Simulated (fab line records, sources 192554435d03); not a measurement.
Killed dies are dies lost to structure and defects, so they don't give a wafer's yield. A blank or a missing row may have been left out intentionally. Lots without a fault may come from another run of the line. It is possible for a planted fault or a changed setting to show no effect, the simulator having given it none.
Chamber matching    flow n5_finfet    rie_diel-02 running N5_BEOL_M2_ETCHBACK_99: 4 sister chambers
The step etches SiO2 in CHF3, target depth 5 nm, time 10.4 s. 16 wafers are shown with their chamber, then 8 later ones without.

## WAFERS WITH THEIR CHAMBER
wafer   chamber  showerhead_plenum_p_Torr (Torr)  oes_product_au (a.u.)  oes_f_703_au (a.u.)
L074.2  0        2.09                             0.86                   0.86
L074.3  2        2.23                             0.74                   0.74
L074.6  0        2.09                             0.86                   0.86
L082.1  0        2.08                             0.85                   0.85
L082.2  3        2.22                             0.91                   0.87
L082.5  3        2.22                             0.90                   0.88
L084.2  0        2.08                             0.85                   0.84
L084.3  2        2.23                             0.72                   0.72
L084.5  3        2.22                             0.91                   0.87
L083.3  0        2.09                             0.84                   0.85
L083.4  1        2.14                             0.68                   0.70
L083.6  2        2.23                             0.73                   0.72
L085.3  2        2.22                             0.73                   0.72
L085.4  3        2.22                             0.89                   0.86
L085.5  2        2.22                             0.74                   0.71
L093.1  3        2.21                             0.85                   0.82

SIGNATURES (averages over the wafers above)
reading                   chamber 0  chamber 1  chamber 2  chamber 3  scatter within a chamber
showerhead_plenum_p_Torr  2.0860     2.1400     2.2260     2.2180     0.00516
oes_product_au            0.8520     0.6800     0.7320     0.8920     0.0159
oes_f_703_au              0.8520     0.7000     0.7220     0.8600     0.0157
Rule: distance of a wafer from a chamber = root of the sum over the readings of ((wafer's reading minus chamber's mean) / reading's scatter) squared. The wafer belongs to the nearest chamber; if the next one is less than 2 further off, it can't be placed. How the scatter is found: for the shown wafers, subtract from each reading the mean of its chamber, square and add these, divide the total by (wafers less chambers), then take the root.

## WAFERS MISSING THEIR CHAMBER
wafer   showerhead_plenum_p_Torr (Torr)  oes_product_au (a.u.)  oes_f_703_au (a.u.)
L093.3  2.13                             0.66                   0.69
L093.5  2.22                             0.71                   0.71
L091.1  2.13                             0.67                   0.68
L091.2  2.21                             0.85                   0.82
L091.4  2.22                             0.71                   0.70
L096.2  2.22                             0.70                   0.70
L096.4  2.13                             0.66                   0.68
L096.6  2.22                             0.70                   0.70

## CHAMBER TAKEN BY EACH
wafer   from the rows above  in truth
L093.3  1                    1
L093.5  2                    2
L091.1  1                    1
L091.2  3                    3
L091.4  2                    2
L096.2  2                    2
L096.4  1                    1
L096.6  2                    2
Placed correctly: 8 of 8. Not placeable from these rows: 0. Wrongly placed: 0.
